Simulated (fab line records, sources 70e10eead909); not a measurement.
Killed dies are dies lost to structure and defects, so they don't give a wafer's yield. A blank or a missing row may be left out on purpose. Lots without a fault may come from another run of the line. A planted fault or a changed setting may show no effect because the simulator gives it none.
Which tool did it? | flow nand_harc | 24 lots, 72 wafers sampled, at 5 steps of a route of 1302

WHAT THE GAUGES READ, wafer by wafer
NHARC_A_M1_INSPECT_27.
lot  | measured     | on                | raw_defect_count
L074 | day 23 02:53 | defect_inspect-02 | 482 365 491
L075 | day 23 10:09 | defect_inspect-01 | 399 568 543
L076 | day 23 10:37 | defect_inspect-02 | 514 599 509
L078 | day 24 14:59 | defect_inspect-02 | 425 484 538
L077 | day 24 17:02 | defect_inspect-02 | 696 608 590
L079 | day 25 11:23 | defect_inspect-01 | 440 631 583
L080 | day 25 13:17 | defect_inspect-01 | 534 486 647
L081 | day 25 15:55 | defect_inspect-01 | 527 499 566
L082 | day 26 15:23 | defect_inspect-01 | 510 425 360
L083 | day 26 19:17 | defect_inspect-01 | 604 767 1286
L084 | day 28 03:10 | defect_inspect-02 | 666 503 469
L085 | day 28 04:46 | defect_inspect-02 | 354 497 548
L086 | day 28 14:06 | defect_inspect-01 | 665 609 828
L087 | day 28 15:06 | defect_inspect-01 | 440 514 404
L089 | day 30 04:19 | defect_inspect-02 | 667 540 738
L090 | day 30 06:10 | defect_inspect-01 | 498 447 628
L088 | day 30 11:14 | defect_inspect-02 | 705 310 610
L093 | day 30 16:32 | defect_inspect-02 | 633 898 512
L092 | day 30 18:37 | defect_inspect-02 | 438 423 481
L091 | day 30 23:08 | defect_inspect-01 | 418 448 548
L094 | day 31 13:23 | defect_inspect-02 | 546 536 586
L095 | day 31 17:22 | defect_inspect-02 | 826 578 566
L097 | day 32 13:16 | defect_inspect-01 | 594 581 544
L096 | day 32 14:40 | defect_inspect-01 | 574 598 748

NHARC_A_BONDPAD_THK_MEAS_20: measures by xrf.
lot  | measured     | on            | thk_nm (nm)
L074 | day 23 07:20 | film_metro-01 | 171.7 171.3 170.4
L075 | day 23 14:40 | film_metro-02 | 170.1 169.7 168.4
L076 | day 23 15:05 | film_metro-01 | 169.8 170.1 170.0
L078 | day 24 19:21 | film_metro-01 | 170.8 169.1 169.6
L077 | day 24 21:31 | film_metro-01 | 167.9 168.5 168.5
L079 | day 25 16:02 | film_metro-01 | 168.7 170.3 170.4
L080 | day 25 18:38 | film_metro-01 | 169.5 166.6 168.7
L081 | day 25 20:25 | film_metro-02 | 169.5 169.1 171.4
L082 | day 26 19:53 | film_metro-02 | 170.6 173.9 170.0
L083 | day 26 23:50 | film_metro-02 | 167.7 169.0 170.5
L084 | day 28 07:40 | film_metro-01 | 169.9 168.9 170.2
L085 | day 28 09:16 | film_metro-02 | 170.8 172.1 172.2
L086 | day 28 18:32 | film_metro-01 | 170.4 171.6 170.4
L087 | day 28 19:36 | film_metro-02 | 170.8 169.3 168.7
L089 | day 30 08:49 | film_metro-01 | 169.2 171.5 169.4
L090 | day 30 10:46 | film_metro-01 | 169.4 169.0 172.6
L088 | day 30 15:40 | film_metro-01 | 171.4 168.5 169.3
L093 | day 30 21:01 | film_metro-02 | 168.9 171.8 169.5
L092 | day 30 23:33 | film_metro-01 | 170.6 167.6 167.2
L091 | day 31 03:38 | film_metro-01 | 170.4 172.0 170.9
L094 | day 31 17:50 | film_metro-01 | 170.0 169.9 168.1
L095 | day 31 21:50 | film_metro-01 | 168.0 167.5 168.5
L097 | day 32 17:38 | film_metro-02 | 169.8 169.1 169.6
L096 | day 32 19:15 | film_metro-01 | 170.8 169.4 167.8

WHICH TOOL RAN EACH LOT (tool, then ch and the chambers of the sampled wafers, then the start)
lot  | NHARC_A_M1_ANNEAL_31             | NHARC_A_BONDPAD_ETCH_24                       | NHARC_A_BONDPAD_PRE_CLEAN_26
L074 | rtp_anneal-02 ch 0, day 23 01:45 | rie_diel-06 ch 1,3, day 23 07:20 or earlier   | pvd_sputter-02, day 23 07:20 or earlier
L075 | rtp_anneal-01 ch 0, day 23 09:23 | rie_diel-08 ch 0,2,3, day 23 14:40 or earlier | pvd_sputter-03, day 23 14:40 or earlier
L076 | rtp_anneal-01 ch 0, day 23 09:57 | rie_diel-08 ch 0,1, day 23 15:05 or earlier   | pvd_sputter-01, day 23 15:05 or earlier
L078 | rtp_anneal-02 ch 0, day 24 14:10 | rie_diel-08 ch 0,3, day 24 19:21 or earlier   | pvd_sputter-03, day 24 19:21 or earlier
L077 | rtp_anneal-02 ch 0, day 24 16:16 | rie_diel-08 ch 0,1,2, day 24 21:31 or earlier | pvd_sputter-01, day 24 21:31 or earlier
L079 | rtp_anneal-01 ch 0, day 25 10:35 | rie_diel-01 ch 1,2,3, day 25 16:02 or earlier | pvd_sputter-03, day 25 16:02 or earlier
L080 | rtp_anneal-01 ch 0, day 25 12:34 | rie_diel-08 ch 1,2, day 25 18:38 or earlier   | pvd_sputter-03, day 25 18:38 or earlier
L081 | rtp_anneal-01 ch 0, day 25 14:44 | rie_diel-08 ch 0,1, day 25 20:25 or earlier   | pvd_sputter-02, day 25 20:25 or earlier
L082 | rtp_anneal-02 ch 0, day 26 14:35 | rie_diel-08 ch 2,3, day 26 19:53 or earlier   | pvd_sputter-02, day 26 19:53 or earlier
L083 | rtp_anneal-02 ch 0, day 26 18:28 | rie_diel-01 ch 0,1,3, day 26 23:50 or earlier | pvd_sputter-01, day 26 23:50 or earlier
L084 | rtp_anneal-02 ch 0, day 28 02:21 | rie_diel-08 ch 1,2,3, day 28 07:40 or earlier | pvd_sputter-03, day 28 07:40 or earlier
L085 | rtp_anneal-02 ch 0, day 28 03:56 | rie_diel-06 ch 0,3, day 28 09:16 or earlier   | pvd_sputter-03, day 28 09:16 or earlier
L086 | rtp_anneal-01 ch 0, day 28 13:20 | rie_diel-01 ch 0,1,3, day 28 18:32 or earlier | pvd_sputter-03, day 28 18:32 or earlier
L087 | rtp_anneal-02 ch 0, day 28 14:16 | rie_diel-08 ch 1,2, day 28 19:36 or earlier   | pvd_sputter-01, day 28 19:36 or earlier
L089 | rtp_anneal-02 ch 0, day 30 03:31 | rie_diel-06 ch 0,1,3, day 30 08:49 or earlier | pvd_sputter-03, day 30 08:49 or earlier
L090 | rtp_anneal-02 ch 0, day 30 05:23 | rie_diel-08 ch 0,2, day 30 10:46 or earlier   | pvd_sputter-01, day 30 10:46 or earlier
L088 | rtp_anneal-02 ch 0, day 30 10:25 | rie_diel-08 ch 0,2,3, day 30 13:50            | pvd_sputter-01, day 30 15:40 or earlier
L093 | rtp_anneal-01 ch 0, day 30 15:41 | rie_diel-06 ch 0,2, day 30 21:01 or earlier   | pvd_sputter-02, day 30 21:01 or earlier
L092 | rtp_anneal-01 ch 0, day 30 17:51 | rie_diel-06 ch 0,1,3, day 30 23:33 or earlier | pvd_sputter-02, day 30 23:33 or earlier
L091 | rtp_anneal-01 ch 0, day 30 22:28 | rie_diel-08 ch 0,2,3, day 31 03:38 or earlier | pvd_sputter-03, day 31 03:38 or earlier
L094 | rtp_anneal-02 ch 0, day 31 12:37 | rie_diel-06 ch 0,2, day 31 17:50 or earlier   | pvd_sputter-02, day 31 17:50 or earlier
L095 | rtp_anneal-01 ch 0, day 31 16:33 | rie_diel-06 ch 0,2, day 31 21:50 or earlier   | pvd_sputter-02, day 31 21:50 or earlier
L097 | rtp_anneal-02 ch 0, day 32 12:27 | rie_diel-01 ch 1,2,3, day 32 17:38 or earlier | pvd_sputter-02, day 32 17:38 or earlier
L096 | rtp_anneal-01 ch 0, day 32 13:55 | rie_diel-06 ch 0,2,3, day 32 19:15 or earlier | pvd_sputter-03, day 32 19:15 or earlier
- NHARC_A_M1_ANNEAL_31: time 90 s.
- NHARC_A_BONDPAD_ETCH_24: etches the open film in CF4/N2, target depth 30 nm, time 72.99 s.
- NHARC_A_BONDPAD_PRE_CLEAN_26: time 30 s.

WHAT THE TOOLS THEMSELVES READ (means of the sampled wafers that have a number; where no wafer has one, the mark that the record gives instead)
NHARC_A_M1_ANNEAL_31.
lot  | tool          | wafer_temp_C_max
L074 | rtp_anneal-02 | 226.42
L075 | rtp_anneal-01 | 226.19
L076 | rtp_anneal-01 | 226.05
L078 | rtp_anneal-02 | 226.21
L077 | rtp_anneal-02 | 226.23
L079 | rtp_anneal-01 | 226.13
L080 | rtp_anneal-01 | 225.94
L081 | rtp_anneal-01 | 225.94
L082 | rtp_anneal-02 | 226.22
L083 | rtp_anneal-02 | 225.87
L084 | rtp_anneal-02 | 226.19
L085 | rtp_anneal-02 | 226.03
L086 | rtp_anneal-01 | 226.00
L087 | rtp_anneal-02 | 226.50
L089 | rtp_anneal-02 | 226.50
L090 | rtp_anneal-02 | 226.15
L088 | rtp_anneal-02 | 226.02
L093 | rtp_anneal-01 | 225.87
L092 | rtp_anneal-01 | 225.87
L091 | rtp_anneal-01 | 225.88
L094 | rtp_anneal-02 | 226.35
L095 | rtp_anneal-01 | 226.13
L097 | rtp_anneal-02 | 226.22
L096 | rtp_anneal-01 | 226.57

NHARC_A_BONDPAD_ETCH_24.
lot  | tool        | drypump_motor_current_A (A) | mfc_ar_sccm (sccm) | oes_product_au (a.u.) | rf_vpp_V (V) | showerhead_plenum_p_Torr (Torr) | throttle_valve_pct (%)
L074 | rie_diel-06 | 5.7                         | 149.8              | 1.006                 | 312.4        | 2.52                            | 19.791
L075 | rie_diel-08 | 5.9                         | 150.1              | 0.997                 | 313.0        | 2.56                            | 19.791
L076 | rie_diel-08 | 6.3                         | 149.5              | 0.993                 | 312.3        | 2.57                            | 19.797
L078 | rie_diel-08 | 5.9                         | 150.5              | 0.990                 | 313.1        | 2.56                            | 19.796
L077 | rie_diel-08 | 6.0                         | 150.0              | 0.987                 | 313.8        | 2.55                            | 19.802
L079 | rie_diel-01 | 5.8                         | 149.9              | 0.996                 | 313.2        | 2.59                            | 19.795
L080 | rie_diel-08 | 6.3                         | 150.3              | 0.984                 | 313.2        | 2.57                            | 19.794
L081 | rie_diel-08 | 6.0                         | 150.0              | 0.997                 | 312.8        | 2.55                            | 19.786
L082 | rie_diel-08 | 6.2                         | 150.0              | 0.994                 | 313.8        | 2.57                            | 19.794
L083 | rie_diel-01 | 5.7                         | 149.7              | 1.005                 | 314.0        | 2.60                            | 19.790
L084 | rie_diel-08 | 6.3                         | 149.9              | 0.994                 | 312.9        | 2.57                            | 19.797
L085 | rie_diel-06 | 6.0                         | 150.2              | 1.004                 | 312.6        | 2.52                            | 19.795
L086 | rie_diel-01 | 5.7                         | 149.9              | 1.001                 | 314.4        | 2.59                            | 19.793
L087 | rie_diel-08 | 6.0                         | 150.3              | 0.989                 | 312.6        | 2.54                            | 19.790
L089 | rie_diel-06 | 5.9                         | 149.9              | 0.994                 | 311.2        | 2.49                            | 19.802
L090 | rie_diel-08 | 5.6                         | 150.4              | 0.997                 | 311.9        | 2.53                            | 19.801
L088 | rie_diel-08 | 5.9                         | 149.8              | 0.996                 | 311.8        | 2.55                            | 19.799
L093 | rie_diel-06 | 6.1                         | 150.2              | 0.996                 | 311.6        | 2.50                            | 19.792
L092 | rie_diel-06 | 5.9                         | 150.5              | 0.990                 | 312.1        | 2.49                            | 19.785
L091 | rie_diel-08 | 5.9                         | 150.2              | 0.993                 | 312.1        | 2.55                            | 19.791
L094 | rie_diel-06 | 6.1                         | 149.9              | 0.990                 | 311.8        | 2.50                            | 19.802
L095 | rie_diel-06 | 6.0                         | 150.1              | 0.996                 | 311.8        | 2.52                            | 19.789
L097 | rie_diel-01 | 5.7                         | 150.5              | 0.998                 | 312.5        | 2.57                            | 19.795
L096 | rie_diel-06 | 6.0                         | 150.3              | 0.996                 | 312.6        | 2.52                            | 19.798

NHARC_A_BONDPAD_PRE_CLEAN_26.
lot  | tool           | heater_power_w (W)
L074 | pvd_sputter-02 | 439
L075 | pvd_sputter-03 | 420
L076 | pvd_sputter-01 | 411
L078 | pvd_sputter-03 | 392
L077 | pvd_sputter-01 | 377
L079 | pvd_sputter-03 | 426
L080 | pvd_sputter-03 | 396
L081 | pvd_sputter-02 | 433
L082 | pvd_sputter-02 | 427
L083 | pvd_sputter-01 | 438
L084 | pvd_sputter-03 | 398
L085 | pvd_sputter-03 | 419
L086 | pvd_sputter-03 | 424
L087 | pvd_sputter-01 | 424
L089 | pvd_sputter-03 | 404
L090 | pvd_sputter-01 | 393
L088 | pvd_sputter-01 | 386
L093 | pvd_sputter-02 | 427
L092 | pvd_sputter-02 | 427
L091 | pvd_sputter-03 | 402
L094 | pvd_sputter-02 | 411
L095 | pvd_sputter-02 | 393
L097 | pvd_sputter-02 | 401
L096 | pvd_sputter-03 | 427

THE ANSWER, worked out from the rows above alone
Rule: what is usual is taken from the lots themselves. Put in order of their means at a reading, lots are off if they are a third of the lots or fewer, leave a main group of 4 or more, and stand apart from it by a gap of 3 or more times the standard deviation of the main group's means; of several such gaps the widest counts. A main group whose means are all the same, to the digits that the tables above print for the reading, isn't used. A lot without any number at a reading at which 4 lots or more have one is off too. The other lots that the step has rows for count as sound. The gauges are gone through in route order, then the tools' own readings, and for those a lot's mean is taken as printed above. The first step at which some lot is off is used, and at that step the reading that is off furthest; a lot without a number counts as furthest.
No lot is off at any reading shown: from this, nothing can be told.

WHAT THE SIMULATOR HAD PUT IN
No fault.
